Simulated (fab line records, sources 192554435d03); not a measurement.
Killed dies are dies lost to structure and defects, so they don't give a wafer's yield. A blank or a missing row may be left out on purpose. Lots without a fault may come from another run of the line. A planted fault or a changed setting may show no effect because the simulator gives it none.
fab line records | flow n5_finfet | part 1 of 2: steps 1 to 21 of 28
record lots=5 wafers=15 last_day=17
route steps=1938 shown BEOL_M8@1356
lots that met no fault: from a run of the same line without faults
start_h: hours from the record's first day to the start of the lot's first wafer shown | wait_h: hours since the lot's step before | " the same as in the row above | L1.1+2: a row that stands for several wafers | - no value, or no start given | * or withheld: withheld | < > ~ a bound
route shown NAME@n: a module of which the file shows steps, and the number in the route of the first | usual: mean/standard deviation of fault-free wafers | same: alike in all rows | chamber/n: place in a boat | sites: the reading at each site | _std_site: their standard deviation | _edge_site: outer sites' mean less inner sites' | radius_mm: how far each site lies from the wafer's centre | mask NAME#n: copy n | behind: the tool/chamber that last shaped the wafer | hold: why the lot was held/for how many hours/how that ended | device: the transistor (n, p or np) that didn't switch | end of line: the same wafers' tests at the end of the route | a step without rows: its recipe alone | killed: dies lost to structure and defects at the first sort, not the wafer's yield | map: a wafer's dies, x killed, . not, _ none there
set.NAME: the setting as run; set.NAME@STEP: as run at that earlier step | model.NAME: the simulator's own value behind a step, which no gauge read
lots at some steps of the route; a table a step, a row a wafer
services: from which hour (start_h, from the record's first day; less than 0 if before it) a tool's chamber was out of use, for how many hours, and why
## steps
# step N5_BEOL_M8_COAT_63
# recipe resist=SOC temp_c=250 time_s=60 spin_rpm=1500 resist_thk_nm=60
# columns lot.wafer tool chamber start_h wait_h
L075.1+3+4 litho_track-03 0 217.42 10.8
L074.4+5+6 litho_track-01 0 217.42 8.2
L081.1+3+4 litho_track-03 0 243.85 0.1
L085.1+2+4 litho_track-01 0 277.92 1.1
L096.1+2+4 litho_track-01 0 340.33 1.7
# step N5_BEOL_M8_COAT_64
# recipe resist=SiARC temp_c=220 time_s=60 spin_rpm=1500 resist_thk_nm=12
# columns lot.wafer tool chamber start_h wait_h
L075.1+3+4 litho_track-03 0 - -
L074.4+5+6 litho_track-01 0 - -
L081.1+3+4 litho_track-03 0 - -
L085.1+2+4 litho_track-01 0 - -
L096.1+2+4 litho_track-01 0 - -
# step N5_BEOL_M8_COAT_71
# recipe resist=underlayer temp_c=205 time_s=60 spin_rpm=1500 resist_thk_nm=5
# columns lot.wafer tool chamber start_h wait_h
L075.1+3+4 litho_track-03 0 - -
L074.4+5+6 litho_track-01 0 - -
L081.1+3+4 litho_track-03 0 - -
L085.1+2+4 litho_track-01 0 - -
L096.1+2+4 litho_track-01 0 - -
# step N5_BEOL_M8_COAT_22
# recipe resist=CAR-EUV spin_rpm=1500 resist_thk_nm=30
# columns lot.wafer tool chamber start_h wait_h
L075.1+3+4 litho_track-03 0 - -
L074.4+5+6 litho_track-01 0 - -
L081.1+3+4 litho_track-03 0 - -
L085.1+2+4 litho_track-01 0 - -
L096.1+2+4 litho_track-01 0 - -
# step N5_BEOL_M8_EBR_24
# recipe solvent=PGMEA ebr_width_mm=1.5
# columns lot.wafer tool chamber start_h wait_h
L075.1+3+4 litho_track-03 0 - -
L074.4+5+6 litho_track-01 0 - -
L081.1+3+4 litho_track-03 0 - -
L085.1+2+4 litho_track-01 0 - -
L096.1+2+4 litho_track-01 0 - -
# step N5_BEOL_M8_SOFTBAKE_23
# recipe temp_c=110 time_s=60 resist=CAR-EUV
# columns lot.wafer tool chamber start_h wait_h
L075.1+3+4 litho_track-03 0 - -
L074.4+5+6 litho_track-01 0 - -
L081.1+3+4 litho_track-03 0 - -
L085.1+2+4 litho_track-01 0 - -
L096.1+2+4 litho_track-01 0 - -
# step N5_BEOL_M8_EXPOSE_25
# recipe mask_id=V7 na=0.33 source_shape=annular sigma_inner=0.4 sigma_outer=0.8 polarization=unpolarized target_cd_nm=40 dose_mj=42.5
# usual reticle_temp_C=22.99/0.11
# same sigma_inner=0.4
# columns lot.wafer tool chamber start_h wait_h mask reticle_temp_C
L074.4 euv_scanner-02 0 217.70 - V7#0 22.95
L074.5 " 0 " " V7#0 22.79
L074.6 " 0 " " V7#0 22.98
L075.1 euv_scanner-02 0 217.72 - V7#0 22.81
L075.3 " 0 " " V7#0 23.00
L075.4 " 0 " " V7#0 23.03
L081.1 euv_scanner-02 0 243.99 - V7#0 23.12
L081.3 " 0 " " V7#0 22.92
L081.4 " 0 " " V7#0 23.00
L085.1 euv_scanner-01 0 278.06 - V7#0 22.92
L085.2 " 0 " " V7#0 23.06
L085.4 " 0 " " V7#0 23.06
L096.1 euv_scanner-01 0 340.59 - V7#0 23.00
L096.2 " 0 " " V7#0 22.87
L096.4 " 0 " " V7#0 22.88
# step N5_BEOL_M8_PEB_26
# recipe peb_temp_c=100 peb_time_s=60 resist=CAR-EUV
# columns lot.wafer tool chamber start_h wait_h
L074.4+5+6 litho_track-05 0 217.75 0.0
L075.1+3+4 litho_track-01 0 217.79 0.1
L081.1+3+4 litho_track-05 0 244.06 0.1
L085.1+2+4 litho_track-03 0 278.12 0.1
L096.1+2+4 litho_track-05 0 340.66 0.1
# step N5_BEOL_M8_DEVELOP_27
# recipe develop_time_s=30 developer=TMAH resist=CAR-EUV rinse_liquid=surfactant_rinse dry=air_spin dev_temp_c=23
# same develop_time_s=30
# columns lot.wafer tool chamber start_h wait_h
L074.4+5+6 litho_track-05 0 - -
L075.1+3+4 litho_track-01 0 - -
L081.1+3+4 litho_track-05 0 - -
L085.1+2+4 litho_track-03 0 - -
L096.1+2+4 litho_track-05 0 - -
# step N5_BEOL_M8_CD_MEAS_28
# recipe target_cd_nm=40 landing_energy_ev=500 detector=se_inlens
# usual cd_nm=40.05/0.22
# columns lot.wafer tool chamber start_h wait_h cd_nm
L074.4 cd_sem-02 0 217.82 - 40.00
L074.5 " 0 " " 39.99
L074.6 " 0 " " 40.34
L075.1 cd_sem-01 0 217.86 - 39.73
L075.3 " 0 " " 39.73
L075.4 " 0 " " 40.16
L081.1 cd_sem-03 0 244.12 - 39.90
L081.3 " 0 " " 40.35
L081.4 " 0 " " 40.22
L085.1 cd_sem-02 0 278.19 - 39.77
L085.2 " 0 " " 39.96
L085.4 " 0 " " 39.80
L096.1 cd_sem-02 0 340.72 - 39.87
L096.2 " 0 " " 39.91
L096.4 " 0 " " 39.72
# step N5_BEOL_M8_OVL_MEAS_29
# recipe points_per_wafer=522
# usual V7_OVL=0.0/0.63
# columns lot.wafer tool chamber start_h wait_h V7_OVL[nm]
L074.4 overlay-02 0 217.86 0.0 -0.1
L074.5 " 0 " " -0.3
L074.6 " 0 " " 1.0
L075.1 overlay-01 0 217.89 0.0 0.0
L075.3 " 0 " " 0.4
L075.4 " 0 " " -0.3
L081.1 overlay-01 0 244.15 0.0 -0.7
L081.3 " 0 " " 0.1
L081.4 " 0 " " 0.7
L085.1 overlay-02 0 278.22 0.0 0.3
L085.2 " 0 " " -0.6
L085.4 " 0 " " -0.8
L096.1 overlay-02 0 340.75 0.0 -0.2
L096.2 " 0 " " 0.0
L096.4 " 0 " " -1.1
# step N5_BEOL_M8_INSPECT_30
# recipe mode=adi inspect_instrument=brightfield
# usual raw_defect_count=420/85
# columns lot.wafer tool chamber start_h wait_h raw_defect_count
L074.4 defect_inspect-01 - 217.90 0.0 547
L074.5 " - " " 569
L074.6 " - " " 633
L075.1 defect_inspect-02 - 217.95 0.1 418
L075.3 " - " " 492
L075.4 " - " " 470
L081.1 defect_inspect-01 - 244.21 0.1 409
L081.3 " - " " 427
L081.4 " - " " 516
L085.1 defect_inspect-02 - 278.28 0.1 431
L085.2 " - " " 483
L085.4 " - " " 438
L096.1 defect_inspect-01 - 340.81 0.1 505
L096.2 " - " " 441
L096.4 " - " " 366
# step N5_BEOL_M8_DESCUM_33
# recipe chemistry=O2 time_s=7 source_power_w=50 bias_power_w=20 pressure_mtorr=20 rf_frequency_hz=2.712e+07 temp_c=40 resist=CAR-EUV o2_flow_sccm=225
# usual chamber_pressure_mTorr=20.002/0.018 drypump_motor_current_A=5.8/0.35 oes_product_au=0.83/0.09 rf_vpp_V=243.3/1.6 showerhead_plenum_p_Torr=2.11/0.083 throttle_valve_pct=20.28/0.14
# columns lot.wafer tool chamber start_h wait_h chamber_pressure_mTorr drypump_motor_current_A oes_product_au rf_hours_counter_h rf_vpp_V showerhead_plenum_p_Torr throttle_valve_pct
L074.4 rie_diel-03 0 217.94 0.0 20.003 5.8 0.93 19 241.6 2.03 20.15
L074.5 " 0 " " 19.993 5.7 0.92 - 243.1 2.03 20.15
L074.6 " 1 " " 20.001 6.3 0.87 - 244.9 2.15 20.46
L075.1 rie_diel-04 1 218.07 0.1 20.000 5.7 0.75 184 244.4 2.18 20.38
L075.3 " 3 " " 20.016 5.5 0.80 74 240.9 2.02 20.14
L075.4 " 1 " " 20.013 5.7 0.75 - 244.0 2.18 20.39
L081.1 rie_diel-03 0 244.25 0.0 19.998 5.7 0.91 23 243.4 2.03 20.15
L081.3 " 2 " " 20.001 4.8 0.91 12 241.5 2.04 20.24
L081.4 " 3 " " 19.991 6.1 0.82 80 244.2 2.11 20.34
L085.1 rie_diel-04 0 278.31 0.0 20.000 5.6 0.83 67 243.2 2.21 20.18
L085.2 " 1 " " 19.999 5.7 0.72 212 244.7 2.17 20.42
L085.4 " 2 " " 19.985 6.2 0.96 14 241.4 2.07 20.28
L096.1 rie_diel-02 1 340.85 0.0 19.979 5.6 0.87 36 244.5 2.22 20.21
L096.2 " 0 " " 19.985 5.9 0.82 114 242.5 2.10 20.36
L096.4 " 3 " " 19.981 6.3 1.00 3 244.1 2.13 19.93
# step N5_BEOL_M8_ETCH_72
# recipe chemistry=N2/H2 target=underlayer target_depth_a=65 mask_material=CAR-EUV time_s=5.2 ion_energy_ev=200 pressure_mtorr=30 source_w=840 bias_w=150 n2_flow_sccm=200 h2_flow_sccm=200 ends=cleared
# usual chamber_pressure_mTorr=30.00/0.045 drypump_motor_current_A=5.8/0.35 etch_rf_on_time_s=5.13/0.096 h2_flow_sccm=200.1/0.6 oes_product_au=0.71/0.078 rf_vpp_V=524.5/3 showerhead_plenum_p_Torr=2.56/0.092 throttle_valve_pct=17.73/0.21
# columns lot.wafer tool chamber start_h wait_h chamber_pressure_mTorr drypump_motor_current_A etch_rf_on_time_s h2_flow_sccm oes_product_au rf_hours_counter_h rf_vpp_V showerhead_plenum_p_Torr throttle_valve_pct
L074.4 rie_diel-03 0 217.97 0.0 30.08 5.7 5.00 199.2 0.78 19 521.8 2.49 17.79
L074.5 " 0 " " 29.96 5.8 5.05 200.1 0.79 - 521.0 2.49 17.78
L074.6 " 1 " " 30.02 6.2 5.12 200.3 0.77 - 524.6 2.60 17.84
L075.1 rie_diel-04 1 218.11 0.0 30.04 5.7 5.19 200.1 0.64 184 525.4 2.63 17.83
L075.3 " 3 " " 30.00 5.5 5.18 200.3 0.70 74 522.6 2.46 17.72
L075.4 " 1 " " 30.05 5.7 5.18 200.3 0.62 - 527.6 2.64 17.86
L081.1 rie_diel-03 0 244.28 0.0 30.01 5.8 5.06 200.1 0.78 23 523.5 2.49 17.80
L081.3 " 2 " " 30.02 4.8 5.04 199.1 0.78 12 524.5 2.48 17.55
L081.4 " 3 " " 30.02 6.1 5.26 200.7 0.70 80 523.3 2.57 17.80
L085.1 rie_diel-04 0 278.35 0.0 30.00 5.5 5.03 200.0 0.72 67 527.1 2.67 17.47
L085.2 " 1 " " 29.96 5.7 5.18 199.4 0.62 212 527.3 2.62 17.89
L085.4 " 2 " " 29.97 6.2 5.18 199.9 0.82 14 524.8 2.49 17.60
L096.1 rie_diel-02 1 340.88 0.0 29.98 5.6 5.00 201.4 0.76 36 529.5 2.69 17.48
L096.2 " 0 " " 30.02 5.9 4.97 200.3 0.70 114 522.1 2.55 17.77
L096.4 " 3 " " 29.97 6.3 5.13 199.6 0.84 3 524.6 2.61 17.39
# step N5_BEOL_M8_ETCH_65
# recipe chemistry=CF4 target=SiARC target_depth_a=156 mask_material=CAR-EUV time_s=26 ion_energy_ev=80 pressure_mtorr=40 source_w=545 bias_w=36 Ar_flow_sccm=100 cf4_flow_sccm=100 ends=cleared
# usual chamber_pressure_mTorr=40.00/0.035 drypump_motor_current_A=5.8/0.35 etch_rf_on_time_s=25.8/0.45 oes_product_au=0.71/0.076 rf_vpp_V=184.3/1.1 showerhead_plenum_p_Torr=2.16/0.079 throttle_valve_pct=15.47/0.15
# columns lot.wafer tool chamber start_h wait_h chamber_pressure_mTorr drypump_motor_current_A etch_rf_on_time_s oes_product_au rf_hours_counter_h rf_vpp_V showerhead_plenum_p_Torr throttle_valve_pct
L074.4 rie_diel-03 0 217.99 0.0 40.00 5.7 25.3 0.78 19 183.6 2.11 15.39
L074.5 " 0 " " 40.01 5.8 25.4 0.79 - 184.7 2.11 15.37
L074.6 " 1 " " 39.98 6.2 25.9 0.76 - 184.1 2.18 15.47
L075.1 rie_diel-04 1 218.12 0.0 40.01 5.7 26.4 0.62 184 186.0 2.22 15.56
L075.3 " 3 " " 40.01 5.5 25.8 0.70 74 182.5 2.08 15.42
L075.4 " 1 " " 40.01 5.7 26.4 0.62 - 185.4 2.22 15.56
L081.1 rie_diel-03 0 244.30 0.0 40.02 5.8 25.2 0.78 23 183.9 2.11 15.40
L081.3 " 2 " " 40.02 4.8 25.1 0.79 12 183.0 2.10 15.38
L081.4 " 3 " " 39.98 6.1 26.3 0.70 80 182.9 2.16 15.57
L085.1 rie_diel-04 0 278.37 0.0 40.04 5.5 25.7 0.72 67 186.2 2.27 15.40
L085.2 " 1 " " 40.03 5.7 25.9 0.62 212 185.0 2.21 15.63
L085.4 " 2 " " 40.02 6.3 26.1 0.81 14 183.8 2.10 15.35
L096.1 rie_diel-02 1 340.90 0.0 39.94 5.6 25.4 0.75 36 184.1 2.26 15.34
L096.2 " 0 " " 39.98 5.9 25.7 0.69 114 183.9 2.15 15.53
L096.4 " 3 " " 39.98 6.3 26.0 0.82 3 184.4 2.19 15.07
# step N5_BEOL_M8_ETCH_66
# recipe chemistry=N2/H2 target=SOC target_depth_a=800 overetch_a=160 mask_material=SiARC temp_c=40 time_s=120 ion_energy_ev=200 pressure_mtorr=30 source_w=840 bias_w=150 n2_flow_sccm=200 h2_flow_sccm=200
# usual chamber_pressure_mTorr=29.996/0.027 drypump_motor_current_A=5.8/0.35 h2_flow_sccm=200.0/0.59 oes_product_au=0.63/0.065 rf_vpp_V=524.4/2.8 showerhead_plenum_p_Torr=2.56/0.092 throttle_valve_pct=17.68/0.2
# columns lot.wafer tool chamber start_h wait_h chamber_pressure_mTorr drypump_motor_current_A h2_flow_sccm oes_product_au rf_hours_counter_h rf_vpp_V showerhead_plenum_p_Torr throttle_valve_pct
L074.4 rie_diel-03 0 218.02 0.0 29.996 5.8 199.7 0.69 19 521.9 2.49 17.72
L074.5 " 0 " " 29.987 5.7 201.2 0.70 - 522.6 2.49 17.72
L074.6 " 1 " " 29.959 6.3 199.9 0.68 - 526.9 2.60 17.79
L075.1 rie_diel-04 1 218.15 0.0 29.968 5.7 199.5 0.57 184 526.3 2.63 17.82
L075.3 " 3 " " 29.979 5.5 200.2 0.62 74 522.1 2.46 17.65
L075.4 " 1 " " 29.967 5.7 199.7 0.57 - 525.9 2.63 17.82
L081.1 rie_diel-03 0 244.33 0.0 29.987 5.7 199.8 0.68 23 523.5 2.48 17.73
L081.3 " 2 " " 29.989 4.7 199.9 0.69 12 522.5 2.48 17.53
L081.4 " 3 " " 30.061 6.1 200.4 0.62 80 524.9 2.57 17.74
L085.1 rie_diel-04 0 278.39 0.0 29.960 5.5 200.3 0.64 67 528.8 2.67 17.42
L085.2 " 1 " " 30.027 5.7 199.2 0.55 212 526.7 2.62 17.86
L085.4 " 2 " " 29.997 6.3 200.3 0.73 14 524.6 2.49 17.55
L096.1 rie_diel-02 1 340.93 0.0 29.994 5.6 200.3 0.66 36 529.0 2.69 17.46
L096.2 " 0 " " 29.956 5.9 200.5 0.62 114 522.8 2.55 17.73
L096.4 " 3 " " 29.987 6.3 199.7 0.75 3 526.0 2.61 17.39
# step N5_BEOL_M8_STRIP_69
# recipe chemistry=N2/H2 temp_c=40 n2_flow_sccm=200 h2_flow_sccm=200 rf_frequency_hz=6e+07
# columns lot.wafer tool chamber start_h wait_h
L074.4+5+6 rie_diel-03 0,0,1 218.10 0.0
L075.1+3+4 rie_diel-04 1,3,1 218.23 0.0
L081.1+3+4 rie_diel-03 0,2,3 244.41 0.0
L085.1+2+4 rie_diel-04 0,1,2 278.47 0.0
L096.1+2+4 rie_diel-02 1,0,3 341.01 0.0
# step N5_BEOL_M8_STRIP_73
# recipe chemistry=N2/H2 temp_c=40 n2_flow_sccm=200 h2_flow_sccm=200 rf_frequency_hz=6e+07
# columns lot.wafer tool chamber start_h wait_h
L074.4+5+6 rie_diel-03 0,0,1 218.11 0.0
L075.1+3+4 rie_diel-04 1,3,1 218.24 0.0
L081.1+3+4 rie_diel-03 0,2,3 244.42 0.0
L085.1+2+4 rie_diel-04 0,1,2 278.48 0.0
L096.1+2+4 rie_diel-02 1,0,3 341.02 0.0
# step N5_BEOL_M8_VIA_ETCH_34
# recipe chemistry=C4F6/O2 target=SiCOH_lowk target_depth_a=1255 mask_material=SOC taper_deg=4 time_s=50.5 ion_energy_ev=250 pressure_mtorr=30 source_w=345 bias_w=185 Ar_flow_sccm=300 C4F6_flow_sccm=10 O2_flow_sccm=10
# usual C4F6_flow_sccm=10.000/0.03 chamber_pressure_mTorr=30.003/0.029 drypump_motor_current_A=5.8/0.35 oes_ar_750_au=0.83/0.087 oes_o_777_au=0.82/0.091 oes_product_au=0.83/0.09 rf_vpp_V=668/17 showerhead_plenum_p_Torr=2.88/0.1 throttle_valve_pct=20.80/0.14
# columns lot.wafer tool chamber start_h wait_h C4F6_flow_sccm chamber_pressure_mTorr drypump_motor_current_A oes_ar_750_au oes_o_777_au oes_product_au rf_hours_counter_h rf_vpp_V showerhead_plenum_p_Torr throttle_valve_pct
L074.4 rie_diel-03 0 218.12 0.0 10.006 30.011 5.7 0.91 0.90 0.92 19 676 2.80 20.80
L074.5 " 0 " " 10.074 29.936 5.7 0.90 0.89 0.92 - 676 2.80 20.80
L074.6 " 1 " " 9.969 30.041 6.3 0.88 0.88 0.88 - 678 2.93 20.98
L075.1 rie_diel-04 1 218.25 0.0 9.985 30.034 5.7 0.74 0.74 0.75 184 672 2.96 20.86
L075.3 " 3 " " 9.948 30.022 5.5 0.83 0.83 0.82 74 637 2.76 20.66
L075.4 " 1 " " 10.041 30.032 5.7 0.74 0.74 0.75 - 673 2.96 20.86
L081.1 rie_diel-03 0 244.43 0.0 10.019 29.962 5.7 0.90 0.89 0.92 23 677 2.80 20.80
L081.3 " 2 " " 9.971 29.987 4.8 0.92 0.93 0.91 12 671 2.80 20.78
L081.4 " 3 " " 10.009 29.979 6.1 0.81 0.80 0.82 80 688 2.87 20.82
L085.1 rie_diel-04 0 278.49 0.0 10.016 30.042 5.5 0.84 0.82 0.85 67 679 3.03 20.77
L085.2 " 1 " " 10.029 29.960 5.7 0.73 0.71 0.73 212 671 2.95 20.90
L085.4 " 2 " " 9.991 30.002 6.3 0.95 0.96 0.95 14 663 2.82 20.79
L096.1 rie_diel-02 1 341.03 0.0 10.024 30.001 5.6 0.88 0.92 0.87 36 661 3.00 20.60
L096.2 " 0 " " 9.974 29.968 5.9 0.81 0.79 0.80 114 683 2.86 20.85
L096.4 " 3 " " 10.004 29.989 6.3 0.95 0.93 0.98 3 684 2.92 20.46
# step N5_BEOL_M8_STRIP_76
# recipe chemistry=C4F6/O2 resist=SiARC rf_frequency_hz=6e+07
# columns lot.wafer tool chamber start_h wait_h
L074.4+5+6 rie_diel-03 0,0,1 218.16 0.0
L075.1+3+4 rie_diel-04 1,3,1 218.29 0.0
L081.1+3+4 rie_diel-03 0,2,3 244.47 0.0
L085.1+2+4 rie_diel-04 0,1,2 278.54 0.0
L096.1+2+4 rie_diel-02 1,0,3 341.07 0.0
# step N5_BEOL_M8_STRIP_36
# recipe chemistry=N2/H2 power_w=450 temp_c=40 pressure_mtorr=20 rf_frequency_hz=6e+07 overash_fraction=0.3 bias_power_w=7 h2_frac=0.5 n2_flow_sccm=200 h2_flow_sccm=200
# usual chamber_pressure_mTorr=20.00/0.034 drypump_motor_current_A=5.8/0.35 h2_flow_sccm=200.1/0.65 oes_product_au=0.82/0.089 rf_vpp_V=59.3/1.5 showerhead_plenum_p_Torr=2.56/0.092 throttle_valve_pct=23.52/0.26
# columns lot.wafer tool chamber start_h wait_h chamber_pressure_mTorr drypump_motor_current_A h2_flow_sccm oes_product_au rf_hours_counter_h rf_vpp_V showerhead_plenum_p_Torr throttle_valve_pct
L074.4 rie_diel-03 0 218.17 0.0 19.96 5.8 199.0 0.92 19 60.4 2.48 23.82
L074.5 " 0 " " 19.93 5.8 200.0 0.93 - 57.8 2.48 23.81
L074.6 " 1 " " 19.98 6.3 199.7 0.87 - 61.2 2.60 23.80
L075.1 rie_diel-04 1 218.30 0.0 19.92 5.8 199.4 0.74 184 59.2 2.63 23.68
L075.3 " 3 " " 20.02 5.5 200.4 0.81 74 58.3 2.46 23.56
L075.4 " 1 " " 19.98 5.7 200.6 0.74 - 59.2 2.63 23.70
L081.1 rie_diel-03 0 244.48 0.0 19.94 5.8 200.2 0.92 23 59.5 2.48 23.81
L081.3 " 2 " " 19.99 4.8 199.0 0.90 12 63.7 2.48 23.24
L081.4 " 3 " " 20.01 6.1 199.1 0.82 80 57.4 2.56 23.58
L085.1 rie_diel-04 0 278.55 0.0 20.02 5.5 199.9 0.84 67 58.2 2.67 23.18
L085.2 " 1 " " 19.93 5.7 200.8 0.73 212 57.7 2.62 23.73
L085.4 " 2 " " 19.99 6.2 199.2 0.95 14 62.6 2.49 23.36
L096.1 rie_diel-02 1 341.08 0.0 19.96 5.6 199.6 0.86 36 60.0 2.69 23.14
L096.2 " 0 " " 20.00 5.9 200.0 0.82 114 59.2 2.54 23.68
L096.4 " 3 " " 20.02 6.3 199.6 1.01 3 60.7 2.61 23.31
